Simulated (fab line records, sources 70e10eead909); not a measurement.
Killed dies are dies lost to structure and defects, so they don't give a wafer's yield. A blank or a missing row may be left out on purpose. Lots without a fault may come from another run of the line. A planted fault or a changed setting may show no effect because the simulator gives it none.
A struck lot beside a sound one | flow nand_harc | 33 steps out of a route of 1302
Sound: wafers L733.2, L733.3, L733.6. Struck: wafers L745.2, L745.5, L745.6. The cause comes at the end.
At each step with rows: each side's tool, then ch and its chambers, then its first start. Under that, the readings that differ: sound wafers | struck wafers | difference of the means | sigmas: that difference in standard deviations of wafers without a fault.
alike: readings whose means differ by less than 2 such deviations, and words and numbers that are the same on both sides. not compared: withheld readings, readings that some wafer has no value for, bounds like >300 that may hide the same value, and numbers for which the record gives no deviation and whose values overlap.
The two part at a step that has a row with sigmas, a row that says differs or no value, or rows on one side only. Numbers that don't overlap but have no deviation are shown without sigmas and don't part them. A reading that every wafer of one side lacks parts them only if that side has two wafers or more.

first, 1 step without rows for these wafers: NHARC_P_M0_DESCUM_14 (chemistry O2, time 3 s).
NHARC_P_M0_ETCH_34: etches the open film in N2/H2, target depth 40 nm, overetch 12 nm, time 43.94 s.
  sound on rie_diel-11 ch 1,2, day 9 06:23; struck on rie_diel-07 ch 1,2,3, day 13 21:28
  reading               | sound             | struck            | difference | sigmas
  oes_product_au (a.u.) | 0.987 0.992 0.996 | 1.017 1.010 1.008 | +0.020     | +2
  alike: bias_w, drypump_motor_current_A, mfc_ar_sccm, rf_vpp_V, showerhead_plenum_p_Torr, throttle_valve_pct
  not compared: rf_hours_counter_h
NHARC_P_M0_ETCH_15: etches the open film in C4F8/Ar, target depth 150 nm, overetch 15 nm, time 82.5 s.
  sound on rie_diel-11 ch 1,2,3; struck on rie_diel-07 ch 0,2,3
  reading               | sound             | struck            | difference | sigmas
  oes_product_au (a.u.) | 0.904 0.913 0.919 | 0.955 0.977 0.991 | +0.062     | +3
  alike: bias_w, rf_vpp_V
  not compared: rf_hours_counter_h
NHARC_P_M0_CD_MEAS_16:
  sound on cd_sem-02, day 9 06:36; struck on cd_sem-03, day 13 21:40
  alike: cd_nm
then, 2 steps without rows for these wafers: NHARC_P_M0_STRIP_18 (strips in N2/H2); NHARC_P_M0_STRIP_19 (strips in post etch residue remover, time 600 s).
NHARC_P_M0_DEGAS_28: time 60 s.
  sound on pvd_sputter-03, day 9 07:13; struck on pvd_sputter-02, day 13 22:19
  alike: heater_power_w
then, 4 steps without rows for these wafers: NHARC_P_M0_PRE_CLEAN_29 (time 30 s); NHARC_P_M0_PVD_20 (deposits TaN, target thk 5 nm, time 8.06 s); NHARC_P_M0_PVD_21 (deposits Cu, target thk 30 nm, time 20.49 s); NHARC_P_M0_ECD_22 (material Cu, target thk 400 nm).
NHARC_P_M0_ANNEAL_30: time 90 s.
  sound on rtp_anneal-02 ch 0, day 9 08:00; struck on rtp_anneal-02 ch 0, day 13 23:05
  alike: anneal_temp_c_max, wafer_temp_C_max
NHARC_P_M0_CMP_23: polishes, t overpolish 20 s, target thk 117.54 nm.
  sound on cmp-02 ch 0,1, day 9 08:18; struck on cmp-02 ch 0,2,3, day 13 23:26
  alike: motor_current_A, slurry_flow_ml_min, time_to_endpoint_s
NHARC_P_M0_THK_MEAS_24: measures by xrf.
  sound on film_metro-01, day 9 08:37; struck on film_metro-01, day 13 23:42
  alike: thk_nm
then, 1 step without rows for these wafers: NHARC_P_M0_SRD_25.
NHARC_P_M0_INSPECT_27:
  sound on defect_inspect-01, day 9 08:46; struck on defect_inspect-02, day 13 23:52
  reading          | sound       | struck         | difference | sigmas
  raw_defect_count | 433 235 346 | 1151 1034 1154 | +775       | +8
then, 12 steps without rows for these wafers: NHARC_P_M0_PRE_CLEAN_31 (time 12 s); NHARC_P_M0_DEP_32 (deposits SiCN, target thk 30 nm); NHARC_P_M1_DEP_00 (deposits SiOC, target thk 182.5 nm); NHARC_P_M1_DEHYDRATE_01 (time 120 s); NHARC_P_M1_HMDS_02 (time 30 s); NHARC_P_M1_COAT_34 (time 65 s); NHARC_P_M1_COAT_03 (resist thk 90 nm); NHARC_P_M1_SOFTBAKE_04 (time 55 s); NHARC_P_M1_EBR_05; NHARC_P_M1_EXPOSE_06 (exposes mask P M1, target cd 130 nm); NHARC_P_M1_PEB_07 (peb time 65 s); NHARC_P_M1_DEVELOP_08 (develop time 35 s).
NHARC_P_M1_CD_MEAS_09: target cd 130 nm.
  sound on cd_sem-02 ch 0, day 9 10:08; struck on cd_sem-02 ch 0, day 14 01:39
  alike: cd_nm
NHARC_P_M1_OVL_MEAS_10: pitch 260 nm.
  sound on overlay-01, day 9 10:14; struck on overlay-02, day 14 01:45
  alike: overlay_x_nm, overlay_y_nm
NHARC_P_M1_INSPECT_11:
  sound on defect_inspect-01, day 9 10:16; struck on defect_inspect-02, day 14 01:48
  reading          | sound | struck      | difference | sigmas
  raw_defect_count | 8 4 4 | 734 756 738 | +737       | +99 or more
NHARC_P_M1_DESCUM_14: chemistry O2, time 3 s.
  sound on rie_diel-08 ch 0,1,3, day 9 10:20; struck on rie_diel-12 ch 1,2, day 14 01:52
  alike: drypump_motor_current_A, mfc_ar_sccm, o2_flow_sccm, oes_product_au, rf_vpp_V, showerhead_plenum_p_Torr, throttle_valve_pct
  not compared: rf_hours_counter_h
-- the record jumps here: 19 days lie between the struck wafers' starts before and after (it left off in module P_M1 and takes up again in module END, whose first step shown is number 1302 of the route) --
NHARC_END_SORT_01:
  the record has rows for the struck wafers here (prober-01 ch 0, day 32 21:34) and none for the sound ones

WHERE THEY PART
First at NHARC_P_M0_ETCH_34; last, within this record, at NHARC_END_SORT_01.

WHY: what the simulator had put in
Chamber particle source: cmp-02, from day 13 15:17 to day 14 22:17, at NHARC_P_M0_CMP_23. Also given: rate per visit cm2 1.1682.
